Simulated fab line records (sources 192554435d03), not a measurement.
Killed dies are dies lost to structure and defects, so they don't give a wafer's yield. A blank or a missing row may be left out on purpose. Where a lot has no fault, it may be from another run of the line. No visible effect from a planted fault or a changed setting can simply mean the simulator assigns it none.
A lot that was struck, set against a sound lot / flow n5Finfet / 41 out of 1938 route steps
Sound: the wafers L168.3, L168.4, L168.6. Struck: wafer L174.3 (L174.1, L174.6, from the same lot, were not struck and are left out); the cause is given at the end.
For every step that has rows: the tool of each side, followed by ch and its chambers, followed by its first start. Under that, the readings that differ: sound wafers / struck wafers / difference of the means / sigmas: that difference in standard deviations of wafers without a fault.
alike: words and numbers the same on both sides, and readings whose means are apart by under 2 such deviations; not compared: readings that were withheld, readings missing a value for some wafer, numbers with overlapping values and no deviation given by the record, and bounds like >300 which may hide the same value.
The two part at a step that has a row with sigmas, a row that says differs or no value, or rows on one side only. When numbers do not overlap yet have no deviation, they are printed without sigmas and do not part them. A reading missing from all wafers of one side parts the sides only when that side holds two or more wafers.

first, 1 step without rows for these wafers: N5_BEOL_M1_STRIP_97 (strips in N2/H2, time 10 s).
N5_BEOL_M1_OCD_MEAS_38:
  sound on ocd-02, day 6 12:49; struck on ocd-01, day 8 07:04
  alike: trenchDepthNm
then, 4 steps without rows for these wafers: N5_BEOL_M1_HM_STRIP_39 (strips TiN in peroxide tin strip, target depth 25 nm, time 158 s); N5_BEOL_M1_SRD_40 (time 30 s); N5_BEOL_M1_PRECLEAN_42 (cleans in residue remover, time 60 s); N5_BEOL_M1_SRD_43 (time 30 s).
N5_BEOL_M1_CD_MEAS_35: target cd 18 nm, target cd y 21 nm.
  sound on cdSem-01, day 6 12:58; struck on cdSem-03, day 8 07:13
  alike: cdNm
then, 5 steps without rows for these wafers: N5_BEOL_M1_DEGAS_44 (time 60 s); N5_BEOL_M1_PRE_CLEAN_45 (time 30 s); N5_BEOL_M1_ALD_84 (deposits TaN, pulse time 2 s, purge time 3 s, co reactant purge time 2 s); N5_BEOL_M1_SURFACE_TREAT_85; N5_BEOL_M1_CVD_47 (deposits Co from CCTBA/H2, target thk 3 nm, time 223.8 s).
N5_BEOL_M1_SPUTTER_48: material Cu, target thk 4.5 nm, time 8.29 s.
  sound on pvdSputter-01, day 6 14:59; struck on pvdSputter-01, day 8 09:48
  alike: throttleValvePct
then, 2 steps without rows for these wafers: N5_BEOL_M1_ANNEAL_49 (time 240 s); N5_BEOL_M1_SPUTTER_79 (material Cu, target thk 4.5 nm, time 8.29 s).
N5_BEOL_M1_ANNEAL_80: time 240 s.
  sound on pvdSputter-01, day 6 15:17; struck on pvdSputter-01, day 8 10:06
  alike: heaterPowerW
then, 1 step without rows for these wafers: N5_BEOL_M1_SPUTTER_81 (material Cu, target thk 4.5 nm, time 8.29 s).
N5_BEOL_M1_ANNEAL_82: time 240 s.
  sound on pvdSputter-01, day 6 15:31; struck on pvdSputter-01, day 8 10:19
  alike: heaterPowerW
then, 5 steps without rows for these wafers: N5_BEOL_M1_SPUTTER_86 (material Cu, target thk 4.5 nm, time 8.29 s); N5_BEOL_M1_ANNEAL_87 (time 240 s); N5_BEOL_M1_SPUTTER_88 (material Cu, target thk 4.5 nm, time 8.29 s); N5_BEOL_M1_ANNEAL_89 (time 240 s); N5_BEOL_M1_SPUTTER_90 (material Cu, target thk 4.5 nm, time 8.29 s).
N5_BEOL_M1_ANNEAL_91: time 240 s.
  sound on pvdSputter-01, day 6 16:10; struck on pvdSputter-01, day 8 10:59
  alike: heaterPowerW
then, 6 steps without rows for these wafers: N5_BEOL_M1_SPUTTER_92 (material Cu, target thk 4.5 nm, time 8.29 s); N5_BEOL_M1_ANNEAL_93 (time 240 s); N5_BEOL_M1_SPUTTER_94 (material Cu, target thk 4.5 nm, time 8.29 s); N5_BEOL_M1_ANNEAL_95 (time 240 s); N5_BEOL_M1_SPUTTER_96 (material Cu, target thk 4.5 nm, time 8.29 s); N5_BEOL_M1_ECD_50 (material Cu, target thk 300 nm).
N5_BEOL_M1_ANNEAL_51: time 90 s.
  sound on rtpAnneal-02 ch 0, day 6 17:02; struck on rtpAnneal-01 ch 0, day 8 11:46
reading=wafer_temp_C_max; sound=225.57 225.43 225.81; struck=226.08; difference=+0.48; sigmas=+2
then, 5 steps without rows for these wafers: N5_BEOL_M1_CMP_52 (polishes, stops on SiOC, t overpolish 6.8 s, target thk 40 nm); N5_BEOL_M1_PRE_CLEAN_60 (time 15 s); N5_BEOL_M1_CO_CAP_55 (material Co, precursor CCTBA/H2, target thk 2 nm, time 102.1 s); N5_BEOL_M1_PRE_CLEAN_56 (time 15 s); N5_BEOL_M1_DEP_57 (deposits SiCN from 3MS/NH3, target thk 8 nm, time 14 s).
N5_BEOL_M1_RS_MEAS_58: the measuring method here is four-point-probe.
  sound on filmMetro-02, day 6 17:50; struck on filmMetro-02, day 8 12:37
  alike: M1_RS
N5_BEOL_M2_ILD_DEP_00: deposits SiOC from DEMS/O2, target thk 79 nm, time 15.3 s.
  sound on pecvd-01 ch 0,2, day 6 17:55; struck on pecvd-02 ch 2, day 8 12:40
  alike: chamberPressureTorr, heaterPowerW, showerheadPlenumPTorr, throttleValvePct
N5_BEOL_M2_THK_MEAS_01:
  sound on filmMetro-01, day 6 17:59; struck on filmMetro-02, day 8 12:44
  alike: M2_ILD_THK
then, 1 step without rows for these wafers: N5_BEOL_M2_PECVD_72 (deposits SiO2 from TEOS/O2, target thk 16 nm, time 18 s).
-- the record jumps here: 5 days lie between the struck wafers' starts before and after (it left off in module BEOL_M2 and takes up again in module PASSIVATION, whose first step shown is number 1936 of the route) --
N5_PASSIVATION_PROBE_49:
  only the struck wafers here have rows in the record (prober-02, day 13 23:19); the sound ones have none

== WHERE THEY PART ==
First at N5_BEOL_M1_ANNEAL_51; last, within this record, at N5_PASSIVATION_PROBE_49.

WHY: the cause the simulator had injected
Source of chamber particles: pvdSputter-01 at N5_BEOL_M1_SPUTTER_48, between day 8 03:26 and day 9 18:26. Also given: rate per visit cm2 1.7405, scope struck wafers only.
